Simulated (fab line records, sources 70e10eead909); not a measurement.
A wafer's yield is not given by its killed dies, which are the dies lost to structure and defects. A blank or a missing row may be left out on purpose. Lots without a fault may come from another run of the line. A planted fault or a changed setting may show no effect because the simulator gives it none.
Matching of chambers :: flow nand_harc :: rie_diel-01 running NHARC_A_STAIRCASE_DESCUM_270: 4 sister chambers
The step chemistry O2, time 3 s. 4 wafers are shown with their chamber, then 10 later ones without.

WAFERS PAIRED WITH THEIR CHAMBERS
wafer: L088.3
chamber: 0
drypump_motor_current_A (A): 5.53

wafer: L088.5
chamber: 3
drypump_motor_current_A (A): 5.66

wafer: L095.1
chamber: 1
drypump_motor_current_A (A): 6.09

wafer: L095.3
chamber: 2
drypump_motor_current_A (A): 6.11

WAFERS WITHOUT THEIR CHAMBER
wafer: L095.6
drypump_motor_current_A (A): 5.43

wafer: L094.2
drypump_motor_current_A (A): 6.10

wafer: L094.4
drypump_motor_current_A (A): 5.47

wafer: L094.5
drypump_motor_current_A (A): 6.09

wafer: L096.1
drypump_motor_current_A (A): 5.63

wafer: L096.2
drypump_motor_current_A (A): 5.51

wafer: L096.3
drypump_motor_current_A (A): 6.10

wafer: L097.1
drypump_motor_current_A (A): 6.09

wafer: L097.2
drypump_motor_current_A (A): 5.63

wafer: L097.3
drypump_motor_current_A (A): 5.48

WHICH CHAMBER EACH WENT THROUGH
wafer: L095.6
from the rows above: 0
in truth: 0

wafer: L094.2
from the rows above: can't be placed: 1 or 2
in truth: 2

wafer: L094.4
from the rows above: 0
in truth: 0

wafer: L094.5
from the rows above: can't be placed: 1 or 2
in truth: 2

wafer: L096.1
from the rows above: can't be placed: 3 or 0
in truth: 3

wafer: L096.2
from the rows above: 0
in truth: 0

wafer: L096.3
from the rows above: can't be placed: 1 or 2
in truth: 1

wafer: L097.1
from the rows above: can't be placed: 1 or 2
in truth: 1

wafer: L097.2
from the rows above: can't be placed: 3 or 0
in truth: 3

wafer: L097.3
from the rows above: 0
in truth: 0
Correctly placed: 4 of 10. Cannot be placed on the basis of these rows: 6; the candidates contain the true chamber in 6. 0 placed wrongly.
How it was worked out, from the rows above alone: a wafer's distance from a chamber is the root of the sum, over the readings, of the square of ((its reading less the chamber's mean) divided by the reading's scatter). The wafer belongs to the nearest chamber; if the next one is less than 2 further off, it can't be placed. The mean given for a chamber averages the wafers shown for that chamber. The scatter (one wafer shown for each chamber): square how far every hidden wafer sits from the nearest shown wafer, average those squares and take the square root.
